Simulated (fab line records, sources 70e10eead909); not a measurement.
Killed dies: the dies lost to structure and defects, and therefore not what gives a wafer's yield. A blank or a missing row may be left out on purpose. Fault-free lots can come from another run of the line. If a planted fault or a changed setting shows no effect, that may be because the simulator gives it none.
A sampling plan put to the test | flow nandHarc | one fab line, 24 faults that these records tell of, each judged on the records of the lots that it struck
The line's own looks make up the plan; these are the steps of the route where a gauge or inspection reads the wafer and leaves it unchanged. A look can be judged if struck wafers have a number there and the file gives its usual mean and standard deviation on fault-free wafers. Caught: the struck wafers' mean, at a look after the fault's first step, is 4 or more of those standard deviations (sigma) away from the usual mean. On the tool: the fault's steps, tested the same way using the tool's own readings. Caught also covers a different recipe on the struck wafers, or a record left blank for those wafers only.

THE FAULTS, as the simulator had put them in
1. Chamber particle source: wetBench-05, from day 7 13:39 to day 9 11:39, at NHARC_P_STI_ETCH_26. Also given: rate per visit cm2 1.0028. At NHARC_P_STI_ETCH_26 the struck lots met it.
2. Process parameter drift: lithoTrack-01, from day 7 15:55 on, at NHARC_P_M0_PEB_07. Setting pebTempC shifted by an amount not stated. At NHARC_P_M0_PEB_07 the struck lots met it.
3. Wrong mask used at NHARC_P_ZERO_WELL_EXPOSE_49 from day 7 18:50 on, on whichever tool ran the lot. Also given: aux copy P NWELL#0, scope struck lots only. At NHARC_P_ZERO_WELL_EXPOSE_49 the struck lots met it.
4. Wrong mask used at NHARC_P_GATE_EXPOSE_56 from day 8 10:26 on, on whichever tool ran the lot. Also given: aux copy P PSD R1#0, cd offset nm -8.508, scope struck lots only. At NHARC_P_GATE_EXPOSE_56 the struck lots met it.
5. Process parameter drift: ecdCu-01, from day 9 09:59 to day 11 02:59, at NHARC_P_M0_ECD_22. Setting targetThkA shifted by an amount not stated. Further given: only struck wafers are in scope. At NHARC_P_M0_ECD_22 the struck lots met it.
6. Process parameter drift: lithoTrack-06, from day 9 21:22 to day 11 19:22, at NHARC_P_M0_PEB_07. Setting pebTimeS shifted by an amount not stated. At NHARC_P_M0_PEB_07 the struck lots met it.
7. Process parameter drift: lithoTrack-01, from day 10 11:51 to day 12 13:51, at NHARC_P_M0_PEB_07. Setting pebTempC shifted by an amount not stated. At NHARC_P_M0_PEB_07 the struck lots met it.
8. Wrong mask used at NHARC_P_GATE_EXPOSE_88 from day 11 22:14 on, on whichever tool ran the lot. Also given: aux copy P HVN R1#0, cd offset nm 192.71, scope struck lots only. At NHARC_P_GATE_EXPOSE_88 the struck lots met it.
9. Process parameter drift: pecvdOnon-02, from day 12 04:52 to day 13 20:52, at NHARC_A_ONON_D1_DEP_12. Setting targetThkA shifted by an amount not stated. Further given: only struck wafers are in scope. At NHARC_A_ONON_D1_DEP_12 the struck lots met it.
10. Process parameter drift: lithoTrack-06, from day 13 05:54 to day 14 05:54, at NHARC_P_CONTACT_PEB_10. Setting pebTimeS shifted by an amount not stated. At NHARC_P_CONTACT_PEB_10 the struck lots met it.
11. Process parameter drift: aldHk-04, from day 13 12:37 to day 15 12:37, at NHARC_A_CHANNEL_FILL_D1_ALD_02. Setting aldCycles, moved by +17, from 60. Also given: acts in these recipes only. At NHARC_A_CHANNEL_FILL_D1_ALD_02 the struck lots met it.
12. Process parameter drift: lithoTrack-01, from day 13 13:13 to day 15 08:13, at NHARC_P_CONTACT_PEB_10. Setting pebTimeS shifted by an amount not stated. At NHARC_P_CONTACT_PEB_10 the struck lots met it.
13. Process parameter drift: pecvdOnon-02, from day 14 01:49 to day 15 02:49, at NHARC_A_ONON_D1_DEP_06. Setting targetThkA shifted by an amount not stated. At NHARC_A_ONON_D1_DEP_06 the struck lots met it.
14. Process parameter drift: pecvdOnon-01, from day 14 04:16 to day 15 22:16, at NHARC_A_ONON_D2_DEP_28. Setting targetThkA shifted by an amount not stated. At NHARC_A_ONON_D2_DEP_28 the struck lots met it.
15. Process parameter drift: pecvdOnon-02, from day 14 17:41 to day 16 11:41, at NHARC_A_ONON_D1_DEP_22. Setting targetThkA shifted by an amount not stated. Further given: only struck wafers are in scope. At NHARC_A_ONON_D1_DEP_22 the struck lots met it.
16. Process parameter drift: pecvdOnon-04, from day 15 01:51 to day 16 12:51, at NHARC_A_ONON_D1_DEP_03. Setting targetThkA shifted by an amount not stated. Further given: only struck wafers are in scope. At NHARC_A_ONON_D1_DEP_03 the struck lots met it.
17. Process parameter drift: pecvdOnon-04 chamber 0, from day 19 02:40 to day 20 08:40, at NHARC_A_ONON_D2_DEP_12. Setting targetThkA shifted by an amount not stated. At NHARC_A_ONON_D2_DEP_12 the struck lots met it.
18. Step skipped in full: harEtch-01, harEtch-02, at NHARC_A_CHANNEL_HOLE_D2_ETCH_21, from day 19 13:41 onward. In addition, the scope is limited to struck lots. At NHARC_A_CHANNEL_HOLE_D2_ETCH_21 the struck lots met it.
19. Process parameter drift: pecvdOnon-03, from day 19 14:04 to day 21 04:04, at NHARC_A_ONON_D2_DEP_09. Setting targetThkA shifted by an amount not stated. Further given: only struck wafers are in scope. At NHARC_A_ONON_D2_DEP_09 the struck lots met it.
20. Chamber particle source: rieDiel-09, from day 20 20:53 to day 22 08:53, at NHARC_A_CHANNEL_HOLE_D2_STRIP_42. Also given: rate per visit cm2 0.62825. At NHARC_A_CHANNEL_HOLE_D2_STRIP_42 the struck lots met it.
21. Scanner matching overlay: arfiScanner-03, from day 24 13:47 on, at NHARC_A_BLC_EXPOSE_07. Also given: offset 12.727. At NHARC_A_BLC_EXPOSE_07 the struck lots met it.
22. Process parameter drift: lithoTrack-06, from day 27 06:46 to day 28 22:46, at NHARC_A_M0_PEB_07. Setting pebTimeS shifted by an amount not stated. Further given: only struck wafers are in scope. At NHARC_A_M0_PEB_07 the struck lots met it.
23. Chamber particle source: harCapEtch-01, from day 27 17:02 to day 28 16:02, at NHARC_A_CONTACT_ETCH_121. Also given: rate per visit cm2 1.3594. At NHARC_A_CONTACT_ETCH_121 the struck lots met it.
24. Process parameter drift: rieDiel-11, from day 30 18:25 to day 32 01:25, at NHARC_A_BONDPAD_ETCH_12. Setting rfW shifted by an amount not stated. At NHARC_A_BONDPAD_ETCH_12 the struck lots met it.

WHAT THE PLAN SAW
fault | on the tool itself                               | first look that catches it                      | reading, sigma                                      | median hours from its first step to that look | hours from the fault's start to the first struck lot there | judged looks passed uncaught
1     | no reading that can be judged                    | NHARC_P_STI_INSPECT_11                          | rawDefectCount +99 or beyond                        | 17.2                                          | 28                                                         | 0
2     | plateTempC -19 sigma                             | NHARC_P_M0_CD_MEAS_09                           | cdNm -11                                            | 0.1                                           | 11                                                         | 0
3     | no reading that can be judged                    | not the one look that can be judged after it    | -                                                   | -                                             | -                                                          | 1
4     | no reading that can be judged                    | not the one look that can be judged after it    | strongest: cdNm at NHARC_P_GATE_CD_MEAS_59, -3.8    | -                                             | -                                                          | 1
5     | no reading that can be judged                    | no look after it can be judged                  | -                                                   | -                                             | -                                                          | 0
6     | heaterPowerTotalW +11 sigma                      | none of the 2 looks that can be judged after it | strongest: cdNm at NHARC_P_M0_CD_MEAS_09, -2.9      | -                                             | -                                                          | 2
7     | plateTempC -14 sigma                             | NHARC_P_M0_CD_MEAS_09                           | cdNm -8.4                                           | 0.1                                           | 43                                                         | 0
8     | under 2 sigma                                    | NHARC_P_GATE_CD_MEAS_91                         | cdNm +87                                            | 0.1                                           | 1                                                          | 0
9     | no reading that can be judged                    | NHARC_A_ONON_D1_THK_MEAS_14                     | thkNm -28                                           | 0.5                                           | 9                                                          | 0
10    | heaterPowerTotalW +12 sigma                      | none of the 3 looks that can be judged after it | strongest: cdNm at NHARC_P_CONTACT_CD_MEAS_12, -3.5 | -                                             | -                                                          | 3
11    | under 2 sigma                                    | none of the 2 looks that can be judged after it | strongest: VT_DECK1_TOP at NHARC_END_WLT_00, +3.0   | -                                             | -                                                          | 2
12    | under 2 sigma                                    | NHARC_P_CONTACT_CD_MEAS_12                      | cdNm +9.5                                           | 0.1                                           | 25                                                         | 0
13    | no reading that can be judged                    | NHARC_A_ONON_D1_THK_MEAS_08                     | thkNm -7.0                                          | 0.5                                           | 0                                                          | 0
14    | no reading that can be judged                    | NHARC_A_ONON_D2_THK_MEAS_30                     | thkNm +25                                           | 0.4                                           | 6                                                          | 0
15    | no reading that can be judged                    | NHARC_A_ONON_D1_THK_MEAS_24                     | thkNm +55                                           | 0.5                                           | 6                                                          | 0
16    | no reading that can be judged                    | NHARC_A_ONON_D1_THK_MEAS_05                     | thkNm -31                                           | 0.5                                           | 14                                                         | 0
17    | no reading that can be judged                    | NHARC_A_ONON_D2_THK_MEAS_14                     | thkNm -34                                           | 0.5                                           | 7                                                          | 0
18    | the tool's record is blank for the struck wafers | NHARC_A_CHANNEL_HOLE_D2_CD_MEAS_31              | cdNm -47                                            | 5.0                                           | 6                                                          | 0
19    | no reading that can be judged                    | NHARC_A_ONON_D2_THK_MEAS_11                     | thkNm -59                                           | 0.4                                           | 17                                                         | 0
20    | no reading that can be judged                    | NHARC_A_CHANNEL_HOLE_D2_INSPECT_40              | rawDefectCount +4.9                                 | 1.1                                           | 6                                                          | 0
21    | no reading that can be judged                    | NHARC_A_BLC_OVL_MEAS_11                         | overlayXNm +12                                      | 0.2                                           | 16                                                         | 1
22    | no reading that can be judged                    | NHARC_A_M0_CD_MEAS_09                           | cdNm +9.4                                           | 0.1                                           | 33                                                         | 0
23    | no reading that can be judged                    | NHARC_END_SORT_01                               | killedDies +5.2                                     | 89.5                                          | 91                                                         | 0
24    | rfFwdPowerW -99 or beyond sigma                  | not the one look that can be judged after it    | -                                                   | -                                             | -                                                          | 1
Dash: fault not caught, or number not given in these records.

Caught at a look: 17 of 24. Caught on the tool: 6 of 24. By one or the other: 20 of 24.
On the tool alone, faults 6, 10, 24 were caught.
Caught at a look alone: faults 1, 8, 9, 12, 13, 14, 15, 16, 17, 19, 20, 21, 22, 23.
Caught by neither: faults 3, 4, 5, 11.

THINNER SAMPLING
If the look that catches a fault measured only every second or every third lot, by lot number, the first struck lot would be measured this late in the worst case:
fault | struck lots at that look, in order of time | every lot | every second lot | every third lot
1     | L809, L811                                 | 28 h      | may miss all 2   | may miss all 2
2     | L508                                       | 11 h      | may miss it      | may miss it
7     | L909, L908                                 | 43 h      | 44 h             | may miss all 2
8     | L736                                       | 1 h       | may miss it      | may miss it
9     | L656, L657                                 | 9 h       | 18 h             | may miss all 2
12    | L626, L627                                 | 25 h      | 42 h             | may miss all 2
13    | L504, L505                                 | 0 h       | 1 h              | may miss all 2
14    | L320, L321, L322                           | 6 h       | 18 h             | 34 h
15    | L107, L108                                 | 6 h       | 20 h             | may miss all 2
16    | L888, L890, L891                           | 14 h      | 33 h             | may miss all 3
17    | L863, L865                                 | 7 h       | may miss all 2   | may miss all 2
18    | L790, L789                                 | 6 h       | 8 h              | may miss all 2
19    | L598, L599                                 | 17 h      | 29 h             | may miss all 2
20    | L377, L379                                 | 6 h       | may miss all 2   | may miss all 2
21    | L778, L783                                 | 16 h      | 94 h             | may miss all 2
22    | L429, L430                                 | 33 h      | 37 h             | may miss all 2
23    | L169, L171                                 | 91 h      | may miss all 2   | may miss all 2
Hours are from the fault's start to the first struck lot that is measured. Since the struck wafers were tested as one group against 4 sigma, a single lot by itself may lie under the limit. Other struck lots may not be in these records.

THE LONGEST TIMED WAY FROM STEP TO LOOK
Fault 23: the median time between NHARC_A_CONTACT_ETCH_121 and NHARC_END_SORT_01 is 89.5 hours. No look between them can be judged.
